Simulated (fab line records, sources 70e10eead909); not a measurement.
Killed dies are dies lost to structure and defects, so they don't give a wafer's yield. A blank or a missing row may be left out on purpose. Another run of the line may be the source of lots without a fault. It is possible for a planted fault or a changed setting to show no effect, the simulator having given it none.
Chamber matching :: flow nandHarc :: pecvd-04 running NHARC_A_CONTACT_DEP_85: 3 sister chambers
The step deposits SiON, target thk 50 nm. 6 wafers are shown with their chamber, then 8 later ones without.

EACH WAFER AND ITS CHAMBER
wafer: L074.1
chamber: 2
heaterPowerW (W): 814

wafer: L074.2
chamber: 1
heaterPowerW (W): 573

wafer: L080.1
chamber: 0
heaterPowerW (W): 766

wafer: L080.2
chamber: 2
heaterPowerW (W): 757

wafer: L080.3
chamber: 1
heaterPowerW (W): 651

wafer: L080.4
chamber: 0
heaterPowerW (W): 794

WAFERS WITH NO CHAMBER GIVEN
wafer: L080.5
heaterPowerW (W): 648

wafer: L080.6
heaterPowerW (W): 758

wafer: L085.1
heaterPowerW (W): 563

wafer: L085.2
heaterPowerW (W): 782

wafer: L085.3
heaterPowerW (W): 856

wafer: L092.4
heaterPowerW (W): 715

wafer: L092.5
heaterPowerW (W): 615

wafer: L092.6
heaterPowerW (W): 729

WHICH CHAMBER EACH WENT THROUGH
wafer: L080.5
from the rows above: 1
in truth: 1

wafer: L080.6
from the rows above: can't be placed: 0 or 2
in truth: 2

wafer: L085.1
from the rows above: 1
in truth: 1

wafer: L085.2
from the rows above: can't be placed: 0 or 2
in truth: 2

wafer: L085.3
from the rows above: can't be placed: 2 or 0
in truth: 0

wafer: L092.4
from the rows above: can't be placed: 0 or 2 or 1
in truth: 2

wafer: L092.5
from the rows above: 1
in truth: 1

wafer: L092.6
from the rows above: can't be placed: 0 or 2 or 1
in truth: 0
Correct placement for 3 of the 8. These rows do not allow placing 5 (true chamber among the candidates in 5). Number placed wrongly: 0.
How it was worked out, from the rows above alone: a wafer's distance from a chamber is the root of the sum, over the readings, of the square of ((its reading less the chamber's mean) divided by the reading's scatter). If the next closest chamber is less than 2 further off than the closest, the wafer can't be placed; otherwise it belongs to the closest. Each chamber's mean is taken over the wafers shown for it. The scatter: take each reading less its chamber's mean, square it, sum over the shown wafers, divide by the number of wafers less the number of chambers, and take the root.
